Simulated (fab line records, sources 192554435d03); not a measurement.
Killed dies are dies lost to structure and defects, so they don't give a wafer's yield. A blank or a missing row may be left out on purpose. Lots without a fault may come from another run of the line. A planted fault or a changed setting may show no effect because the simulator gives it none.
Chamber matching | flow n5_finfet | N5_PMOS_HMC_CHANNEL_EPI_HM_OPEN_15 on rie_diel-03: 3 sister chambers
The step chemistry CHF3/O2, target SiO2, target depth 40.6 nm, time 20.3 s. 3 wafers are shown with their chamber, then 6 later ones without.

WAFERS WITH THEIR CHAMBER
wafer  | chamber | showerhead_plenum_p_Torr (Torr)
L086.5 | 2       | 2.45
L088.2 | 3       | 2.28
L088.3 | 0       | 2.42

WAFERS WITHOUT THEIR CHAMBER
wafer  | showerhead_plenum_p_Torr (Torr)
L088.5 | 2.45
L090.1 | 2.27
L090.2 | 2.42
L090.3 | 2.45
L097.3 | 2.44
L097.6 | 2.57

WHICH CHAMBER EACH WENT THROUGH
wafer  | from the rows above     | in truth
L088.5 | can't be placed: 2 or 0 | 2
L090.1 | 3                       | 3
L090.2 | can't be placed: 0 or 2 | 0
L090.3 | can't be placed: 2 or 0 | 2
L097.3 | can't be placed: 2 or 0 | 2
L097.6 | can't be placed: 2 or 0 | 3
Placed correctly: 1 of 6. Can't be placed from these rows: 5 (the true chamber is among the candidates in 4). Placed wrongly: 0.
How it was worked out, from the rows above alone: a wafer's distance from a chamber is the root of the sum, over the readings, of the square of ((its reading less the chamber's mean) divided by the reading's scatter). The wafer belongs to the nearest chamber; if the next one is less than 2 further off, it can't be placed. A chamber's mean is the mean of its shown wafers. The scatter: with one shown wafer a chamber, the root of the mean of the squares of how far each hidden wafer lies from its nearest shown one.
